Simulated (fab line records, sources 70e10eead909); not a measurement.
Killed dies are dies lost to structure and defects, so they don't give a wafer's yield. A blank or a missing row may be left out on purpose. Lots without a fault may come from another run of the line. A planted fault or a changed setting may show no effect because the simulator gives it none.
Which tool did it? | flow nand_harc | 13 lots, 39 wafers sampled, at 6 steps of a route of 1159

WHAT THE GAUGES READ, wafer by wafer
NHARC_A_CONTACT_INSPECT_23.
lot  | measured     | on                | raw_defect_count
L234 | day 17 21:25 | defect_inspect-01 | 336 520 502
L236 | day 17 21:41 | defect_inspect-01 | 397 292 388
L237 | day 18 06:34 | defect_inspect-01 | 476 283 503
L235 | day 18 07:44 | defect_inspect-01 | 290 354 236
L238 | day 18 21:57 | defect_inspect-02 | 588 440 397
L239 | day 18 22:40 | defect_inspect-02 | 535 488 283
L244 | day 20 00:06 | defect_inspect-02 | 322 405 325
L246 | day 20 05:36 | defect_inspect-02 | 540 471 544
L245 | day 20 09:36 | defect_inspect-02 | 368 335 452
L247 | day 21 05:30 | defect_inspect-02 | 552 630 748
L248 | day 21 11:41 | defect_inspect-02 | 330 421 368
L253 | day 22 08:18 | defect_inspect-02 | 399 464 406
L255 | day 22 09:02 | defect_inspect-02 | 871 855 350

NHARC_A_BLC_CD_MEAS_10: target cd 100 nm.
lot  | measured     | on        | cd_nm (nm)
L234 | day 17 21:48 | cd_sem-02 | 100.7 101.9 101.0
L236 | day 17 22:04 | cd_sem-02 | 100.4 99.1 100.0
L237 | day 18 07:04 | cd_sem-01 | 99.9 98.6 100.0
L235 | day 18 08:14 | cd_sem-02 | 100.4 100.4 100.9
L238 | day 18 22:21 | cd_sem-02 | 100.3 101.3 99.3
L239 | day 18 23:03 | cd_sem-02 | 100.2 101.0 100.6
L244 | day 20 00:29 | cd_sem-03 | 100.4 99.6 99.2
L246 | day 20 05:59 | cd_sem-01 | 112.9 112.2 113.2
L245 | day 20 10:07 | cd_sem-02 | 100.5 100.8 100.8
L247 | day 21 06:01 | cd_sem-01 | 110.2 110.1 109.9
L248 | day 21 12:12 | cd_sem-02 | 107.5 107.5 108.0
L253 | day 22 08:41 | cd_sem-02 | 100.6 102.0 101.9
L255 | day 22 09:25 | cd_sem-02 | 100.7 100.1 100.1

NHARC_A_BLC_INSPECT_12.
lot  | measured     | on                | raw_defect_count
L234 | day 17 21:56 | defect_inspect-01 | 33 46 41
L236 | day 17 22:11 | defect_inspect-02 | 7 7 8
L237 | day 18 07:11 | defect_inspect-01 | 47 38 50
L235 | day 18 08:22 | defect_inspect-02 | 29 20 12
L238 | day 18 22:28 | defect_inspect-01 | 22 22 27
L239 | day 18 23:10 | defect_inspect-01 | 41 29 32
L244 | day 20 00:37 | defect_inspect-02 | 15 14 22
L246 | day 20 06:06 | defect_inspect-02 | 26 24 32
L245 | day 20 10:14 | defect_inspect-02 | 34 33 26
L247 | day 21 06:08 | defect_inspect-02 | 60 60 55
L248 | day 21 12:20 | defect_inspect-02 | 27 39 38
L253 | day 22 08:49 | defect_inspect-02 | 23 36 26
L255 | day 22 09:32 | defect_inspect-02 | 35 41 38

NHARC_END_SORT_01.
lot  | measured     | on        | killed_at_array | killed_at_other | killed_at_periphery | killed_dies | killed_open | killed_short
L237 | day 20 07:27 | prober-02 | 43              | 0               | 4                   | 47          | 13          | 6
L235 | day 20 12:48 | prober-02 | 20 20 12        | 0 0 0           | 4 4 5               | 24 24 17    | 1 3 2       | 1 2 0
L238 | day 21 04:41 | prober-01 | 21 17 17        | 1 0 1           | 4 5 9               | 26 22 27    | 3 5 2       | 1 1 0
L239 | day 21 12:27 | prober-01 | 33 19 31        | 0 0 0           | 4 2 2               | 37 21 33    | 6 5 6       | 4 1 0
L244 | day 22 03:17 | prober-01 | 17 19 16        | 4 3 1           | 4 6 3               | 25 28 20    | 2 5 4       | 3 2 1
L246 | day 22 11:46 | prober-02 | 64 63 75        | 0 1 0           | 3 1 3               | 67 65 78    | 4 5 3       | 3 0 1
L247 | day 23 05:12 | prober-02 | 68 65 51        | 0 0 0           | 3 0 0               | 71 65 51    | 7 2 2       | 0 1 1
L248 | day 23 12:23 | prober-02 | 29 54 35        | 2 2 3           | 2 0 1               | 33 56 39    | 4 1 2       | 1 1 3

WHICH TOOL RAN EACH LOT (tool, then ch and the chambers of the sampled wafers, then the start)
lot  | NHARC_A_BLC_PEB_08                | NHARC_A_BLC_ETCH_16
L234 | litho_track-01 ch 0, day 17 21:43 | rie_diel-08 ch 2,3, day 17 22:05
L236 | litho_track-06 ch 0, day 17 21:59 | rie_diel-02 ch 0,1,3, day 17 22:31
L237 | litho_track-04 ch 0, day 18 06:59 | rie_diel-02 ch 0,1, day 18 07:20
L235 | litho_track-01 ch 0, day 18 08:10 | rie_diel-02 ch 1,3, day 18 08:31
L238 | litho_track-04 ch 0, day 18 22:16 | rie_diel-02 ch 1,2, day 18 22:37
L239 | litho_track-01 ch 0, day 18 22:58 | rie_diel-08 ch 0,2,3, day 18 23:19
L244 | litho_track-06 ch 0, day 20 00:24 | rie_diel-08 ch 0,1,2, day 20 00:46
L246 | litho_track-06 ch 0, day 20 05:54 | rie_diel-08 ch 0,2,3, day 20 06:15
L245 | litho_track-01 ch 0, day 20 10:02 | rie_diel-08 ch 0,1, day 20 10:23
L247 | litho_track-06 ch 0, day 21 05:56 | rie_diel-02 ch 2,3, day 21 06:17
L248 | litho_track-06 ch 0, day 21 12:07 | rie_diel-08 ch 0,2,3, day 21 12:29
L253 | litho_track-01 ch 0, day 22 08:37 | rie_diel-05 ch 0,1,3, day 22 09:01
L255 | litho_track-01 ch 0, day 22 09:20 | rie_diel-08 ch 1,2,3, day 22 09:56
- NHARC_A_BLC_PEB_08: peb time 65 s.
- NHARC_A_BLC_ETCH_16: etches the open film in CF4, target depth 39 nm, time 65 s.

WHAT THE TOOLS THEMSELVES READ (means of the sampled wafers that have a number; where no wafer has one, the mark that the record gives instead)
NHARC_A_BLC_ETCH_16.
lot  | tool        | chamber_pressure_mTorr (mTorr) | drypump_motor_current_A (A) | mfc_ar_sccm (sccm) | oes_product_au (a.u.) | rf_fwd_power_W (W) | rf_vpp_V (V) | showerhead_plenum_p_Torr (Torr) | throttle_valve_pct (%)
L234 | rie_diel-08 | 50.00                          | 6.3                         | 0.000              | 1.004                 | 298.5              | 152.0        | 1.80                            | 13.281
L236 | rie_diel-02 | 50.01                          | 5.6                         | 0.007              | 1.005                 | 296.7              | 151.4        | 1.77                            | 13.277
L237 | rie_diel-02 | 49.97                          | 5.2                         | 0.000              | 1.018                 | 298.0              | 151.4        | 1.78                            | 13.288
L235 | rie_diel-02 | 50.04                          | 6.1                         | 0.014              | 0.994                 | 298.1              | 151.6        | 1.82                            | 13.283
L238 | rie_diel-02 | 50.00                          | 5.5                         | 0.000              | 1.017                 | 297.0              | 152.4        | 1.84                            | 13.283
L239 | rie_diel-08 | 50.00                          | 6.2                         | 0.006              | 1.003                 | 297.2              | 151.9        | 1.79                            | 13.284
L244 | rie_diel-08 | 49.98                          | 5.8                         | 0.006              | 1.001                 | 296.0              | 151.0        | 1.76                            | 13.281
L246 | rie_diel-08 | 49.99                          | 6.2                         | 0.006              | 0.997                 | 296.9              | 151.0        | 1.79                            | 13.282
L245 | rie_diel-08 | 49.96                          | 5.4                         | 0.007              | 1.002                 | 295.8              | 150.7        | 1.77                            | 13.287
L247 | rie_diel-02 | 50.02                          | 6.5                         | 0.014              | 0.986                 | 297.3              | 151.9        | 1.83                            | 13.286
L248 | rie_diel-08 | 50.01                          | 6.1                         | 0.006              | 1.000                 | 297.1              | 151.5        | 1.79                            | 13.286
L253 | rie_diel-05 | 50.00                          | 5.7                         | 0.001              | 1.017                 | 297.5              | 150.5        | 1.78                            | 13.275
L255 | rie_diel-08 | 50.02                          | 5.9                         | 0.000              | 1.004                 | 298.5              | 151.3        | 1.76                            | 13.275

THE ANSWER, worked out from the rows above alone
Rule: what is usual is taken from the lots themselves. Put in order of their means at a reading, lots are off if they are a third of the lots or fewer, leave a main group of 4 or more, and stand apart from it by a gap of 3 or more times the standard deviation of the main group's means; of several such gaps the widest counts. A main group whose means are all the same, to the digits that the tables above print for the reading, isn't used. A lot without any number at a reading at which 4 lots or more have one is off too. The other lots that the step has rows for count as sound. The gauges are gone through in route order, then the tools' own readings, and for those a lot's mean is taken as printed above. The first step at which some lot is off is used, and at that step the reading that is off furthest; a lot without a number counts as furthest.
Off: L246, L247, L248, at NHARC_A_BLC_CD_MEAS_10 (cd_nm). The main group: mean 100.4 nm, standard deviation 0.6.
A tool fits if, at a process step before that reading, it ran every lot that is off, and no sound lot after the first of them. The gauges at NHARC_A_BLC_CD_MEAS_10 are tried like those tools. One fits: litho_track-06 at NHARC_A_BLC_PEB_08. Its last sound lot is L244 (day 20 00:24), its first lot that is off L246 (day 20 05:54): a fault that began between those two fits.

WHAT THE SIMULATOR HAD PUT IN
Process parameter drift: litho_track-06, from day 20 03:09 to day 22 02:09, at NHARC_A_BLC_PEB_08. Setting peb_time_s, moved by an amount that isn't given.
Lots struck among those shown: L246, L247, L248. The rule above found the same.
